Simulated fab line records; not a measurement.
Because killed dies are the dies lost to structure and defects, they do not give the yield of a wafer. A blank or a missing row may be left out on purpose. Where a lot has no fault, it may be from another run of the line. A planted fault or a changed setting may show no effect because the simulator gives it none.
Chamber matching | flow nandHarc | rieDiel-08 running NHARC_A_STAIRCASE_ETCH_223: 4 sister chambers
The step etches the open film in C4F8/O2, target depth 100 nm, time 40.5 s. 16 wafers are shown with their chamber, then 7 later ones without.

## EACH WAFER AND ITS CHAMBER
wafer  | chamber | rfVppV (V) | runLengthS (s) | chamberPressureMTorr (mTorr)
L831.2 | 3       | 893        | 61.7           | 25.031
L831.3 | 1       | 893        | 61.9           | 25.006
L831.6 | 1       | 893        | 62.2           | 24.969
L832.3 | 0       | 899        | 62.3           | 24.994
L832.5 | 0       | 898        | 62.8           | 24.991
L832.6 | 3       | 892        | 61.7           | 25.032
L836.2 | 2       | 889        | 62.4           | 24.995
L836.3 | 1       | 894        | 62.2           | 24.981
L836.6 | 1       | 893        | 62.4           | 24.982
L834.3 | 2       | 889        | 62.2           | 24.972
L834.4 | 0       | 897        | 62.4           | 25.000
L834.5 | 1       | 892        | 62.3           | 25.024
L837.1 | 2       | 889        | 62.4           | 24.987
L837.3 | 1       | 893        | 62.0           | 24.992
L847.3 | 3       | 891        | 61.7           | 25.024
L847.4 | 0       | 898        | 62.7           | 24.950

SIGNATURES (averages over the wafers above)
reading              | chamber 0 | chamber 1 | chamber 2 | chamber 3 | scatter within a chamber
rfVppV               | 898.00    | 893.00    | 889.00    | 892.00    | 0.707
runLengthS           | 62.550    | 62.167    | 62.333    | 61.700    | 0.176
chamberPressureMTorr | 24.98375  | 24.99233  | 24.98467  | 25.02900  | 0.0179
Rule: for a wafer and a chamber, the distance is found by dividing, reading by reading, the gap between the wafer's reading and the chamber's mean by the reading's scatter, squaring, summing and taking the root. If the next closest chamber is less than 2 further off than the closest, the wafer can't be placed; otherwise it belongs to the closest. The scatter: take each reading less its chamber's mean, square it, sum over the shown wafers, divide by the number of wafers less the number of chambers, and take the root.

## WAFERS WITH NO CHAMBER GIVEN
wafer  | rfVppV (V) | runLengthS (s) | chamberPressureMTorr (mTorr)
L847.6 | 890        | 61.6           | 24.993
L849.3 | 897        | 62.1           | 24.978
L849.5 | 898        | 62.0           | 24.981
L849.6 | 892        | 62.1           | 24.982
L851.4 | 893        | 61.9           | 25.040
L851.5 | 889        | 62.2           | 24.963
L851.6 | 889        | 61.4           | 24.992

## EACH ONE'S CHAMBER
wafer  | from the rows above          | in truth
L847.6 | can't be placed: 3 or 2 or 1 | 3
L849.3 | 0                            | 0
L849.5 | 0                            | 0
L849.6 | can't be placed: 1 or 3      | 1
L851.4 | can't be placed: 3 or 1      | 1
L851.5 | 2                            | 2
L851.6 | can't be placed: 3 or 2      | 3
Placed correctly: 3 of 7. These rows do not allow placing 4 (true chamber among the candidates in 4). Number placed wrongly: 0.
